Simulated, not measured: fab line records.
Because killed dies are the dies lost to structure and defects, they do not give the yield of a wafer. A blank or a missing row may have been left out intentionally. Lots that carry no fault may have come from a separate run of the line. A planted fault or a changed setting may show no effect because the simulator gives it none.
Which tool was responsible?    flow n5 finfet    10 lots, 30 wafers sampled, at 5 steps of a route of 1938

## WHAT THE GAUGES SHOWED, per wafer
N5_BEOL_M4_RC_MEAS_101. Usual: DIBL_N 35.7 mV/V, standard deviation 1.3; DIBL_P 35.4 mV/V, standard deviation 1.8; IOFF_N 0.152 nA/um, standard deviation 0.027; IOFF_P 0.20 nA/um, standard deviation 0.034; ION_N 672 uA/um, standard deviation 9.8; ION_P 461 uA/um, standard deviation 7.5; SS_N 71.4 mV/dec, standard deviation 0.55; SS_P 73.1 mV/dec, standard deviation 0.61; VT_N 251 mV, standard deviation 3.3; VT_P -251 mV, standard deviation 3.6.
lot   measured      on         DIBL_N (mV/V)   DIBL_P (mV/V)   IOFF_N (nA/um)     IOFF_P (nA/um)  ION_N (uA/um)  ION_P (uA/um)  SS_N (mV/dec)   SS_P (mV/dec)   VT_N (mV)    VT_P (mV)       flag
L485  day 7 18:44   prober-02  37.2 35.0 35.2  39.2 38.2 36.6  0.199 0.160 0.161  0.27 0.24 0.22  681 672 684    469 465 467    72.2 71.1 71.0  74.2 73.9 73.7  247 248 248  -244 -246 -247  
L486  day 7 23:58   prober-01  34.0 35.2 34.4  32.5 34.1 34.2  0.114 0.133 0.126  0.16 0.18 0.18  661 670 659    457 464 452    70.3 70.6 71.3  72.7 73.5 73.0  255 253 255  -255 -251 -250  
L489  day 8 23:14   prober-01  35.8 36.4 36.6  36.2 37.6 37.3  0.162 0.186 0.188  0.18 0.19 0.19  676 688 673    452 469 453    71.3 71.3 72.3  73.1 73.7 73.8  253 246 251  -258 -252 -253  
L490  day 9 02:27   prober-02  35.6 38.0 37.0  36.1 39.5 37.8  0.174 0.237 0.203  0.24 0.32 0.27  679 694 691    472 484 481    71.7 72.4 71.8  73.4 73.6 73.5  247 243 243  -243 -242 -243  
L491  day 9 08:35   prober-02  35.7 35.7 35.1  36.7 36.7 36.3  0.162 0.163 0.152  0.23 0.23 0.22  680 678 678    468 467 467    71.3 71.4 71.0  72.6 72.1 73.0  247 247 249  -247 -248 -247  
L500  day 11 16:05  prober-01  35.6 35.8 37.4  34.7 35.1 37.0  0.137 0.145 0.172  0.17 0.18 0.21  675 665 670    451 456 454    71.7 71.5 71.8  73.1 73.2 73.4  254 253 250  -254 -256 -251  
L502  day 12 15:07  prober-01  34.7 33.4 35.4  33.2 31.7 35.0  0.143 0.122 0.164  0.19 0.17 0.21  674 666 676    463 462 469    72.2 71.8 72.1  73.0 73.3 73.5  252 254 252  -249 -251 -249  
L503  day 12 16:40  prober-02  39.0 38.2 37.7  38.9 37.8 37.7  0.201 0.196 0.175  0.28 0.27 0.26  685 691 677    474 479 472    71.8 72.4 71.4  74.3 74.4 74.6  246 248 248  -246 -244 -244  
L505  day 12 17:35  prober-02  33.4 33.5 36.0  34.1 33.9 36.6  0.116 0.108 0.151  0.15 0.15 0.18  656 649 663    451 445 452    71.0 70.8 71.3  72.4 72.5 73.1  256 258 251  -258 -256 -257  
L507  day 13 20:10  prober-01  34.3 36.4 35.3  34.6 36.6 35.2  0.123 0.150 0.124  0.18 0.20 0.17  663 673 667    458 464 456    71.2 71.5 71.2  72.0 73.5 72.7  253 250 253  -252 -250 -251  

## WHAT TOOL EACH LOT RAN ON (gives the tool, then ch and the chambers of the sampled wafers, and finally the start)
lot   N5_BEOL_M3_SURFACE_TREAT_85   N5_BEOL_M3_ANNEAL_80          N5_BEOL_M3_ANNEAL_82          N5_BEOL_M3_ANNEAL_87
L485  pvd sputter-03, day 7 04:38   pvd sputter-01, day 7 05:09   pvd sputter-01, day 7 05:22   pvd sputter-01, day 7 05:35
L486  pvd sputter-02, day 7 07:44   pvd sputter-03, day 7 08:16   pvd sputter-03, day 7 08:29   pvd sputter-03, day 7 08:43
L489  pvd sputter-01, day 8 08:41   pvd sputter-01, day 8 09:12   pvd sputter-01, day 8 09:25   pvd sputter-01, day 8 09:38
L490  pvd sputter-01, day 8 08:49   pvd sputter-03, day 8 09:26   pvd sputter-03, day 8 09:39   pvd sputter-03, day 8 09:52
L491  pvd sputter-03, day 8 15:08   pvd sputter-03, day 8 15:40   pvd sputter-03, day 8 15:53   pvd sputter-03, day 8 16:07
L500  pvd sputter-02, day 10 21:05  pvd sputter-03, day 10 21:58  pvd sputter-03, day 10 22:13  pvd sputter-03, day 10 22:28
L502  pvd sputter-02, day 11 23:36  pvd sputter-03, day 12 00:11  pvd sputter-03, day 12 00:24  pvd sputter-03, day 12 00:37
L503  pvd sputter-03, day 12 01:43  pvd sputter-03, day 12 02:18  pvd sputter-03, day 12 02:31  pvd sputter-03, day 12 02:44
L505  pvd sputter-02, day 12 02:35  pvd sputter-02, day 12 03:07  pvd sputter-02, day 12 03:20  pvd sputter-02, day 12 03:33
L507  pvd sputter-03, day 12 21:44  pvd sputter-02, day 13 00:05  pvd sputter-02, day 13 00:18  pvd sputter-02, day 13 00:31
- N5_BEOL_M3_SURFACE_TREAT_85
- N5_BEOL_M3_ANNEAL_80: time 240 s.
- N5_BEOL_M3_ANNEAL_82: time 240 s.
- N5_BEOL_M3_ANNEAL_87: time 240 s.

## AS READ BY THE TOOLS THEMSELVES (means over the sampled wafers that have a number; for cases with no such wafer, the mark the record gives instead)
N5_BEOL_M3_ANNEAL_80. Usual: heater power w 856 W, standard deviation 81; susceptor temp C 400.01 C, standard deviation 0.22.
lot   tool            heater power w (W)  susceptor temp C (C)  flag
L485  pvd sputter-01  853                 400.06                
L486  pvd sputter-03  790                 400.12                
L489  pvd sputter-01  852                 399.96                
L490  pvd sputter-03  787                 400.16                
L491  pvd sputter-03  794                 399.72                
L500  pvd sputter-03  795                 400.12                
L502  pvd sputter-03  787                 400.15                
L503  pvd sputter-03  825                 400.29                
L505  pvd sputter-02  974                 399.78                
L507  pvd sputter-02  889                 400.01                

N5_BEOL_M3_ANNEAL_82. Usual: heater power w 856 W, standard deviation 80; susceptor temp C 400.04 C, standard deviation 0.21.
lot   tool            heater power w (W)  susceptor temp C (C)  flag
L485  pvd sputter-01  854                 399.96                
L486  pvd sputter-03  789                 400.12                
L489  pvd sputter-01  841                 399.84                
L490  pvd sputter-03  791                 400.06                
L491  pvd sputter-03  796                 400.07                
L500  pvd sputter-03  779                 399.91                
L502  pvd sputter-03  788                 400.24                
L503  pvd sputter-03  827                 399.90                
L505  pvd sputter-02  962                 399.83                
L507  pvd sputter-02  908                 400.18                

N5_BEOL_M3_ANNEAL_87. Usual: heater power w 854 W, standard deviation 81; susceptor temp C 400.01 C, standard deviation 0.22.
lot   tool            heater power w (W)  susceptor temp C (C)  flag
L485  pvd sputter-01  849                 400.00                
L486  pvd sputter-03  802                 399.91                
L489  pvd sputter-01  839                 400.36                
L490  pvd sputter-03  -                   -                     OFF
L491  pvd sputter-03  -                   -                     OFF
L500  pvd sputter-03  778                 399.89                
L502  pvd sputter-03  778                 400.12                
L503  pvd sputter-03  825                 400.08                
L505  pvd sputter-02  979                 400.10                
L507  pvd sputter-02  905                 399.99                

## THE ANSWER, worked out from the rows above alone
Rule: a lot is off if the mean of its wafers that have a number lies more than 3 standard deviations from the usual mean. A lot without any number at a reading at which 4 lots or more have one is off too. Any other lot the step has rows for is counted as sound. After the gauges, taken in route order, come the tools' own readings; for these a lot's mean is taken, as printed above. At the first step where some lot is off, the reading lying furthest off is the one used; lots without a number count as furthest.
Off: L490, L491, at N5_BEOL_M3_ANNEAL_87 (heater power w). Without a number there: L490, L491.
If a tool, at that step or one of the process steps before it, ran each lot that is off and ran no sound lot following the first of them, it fits. Of those tried, none fits.

## WHAT WAS PUT IN BY THE SIMULATOR
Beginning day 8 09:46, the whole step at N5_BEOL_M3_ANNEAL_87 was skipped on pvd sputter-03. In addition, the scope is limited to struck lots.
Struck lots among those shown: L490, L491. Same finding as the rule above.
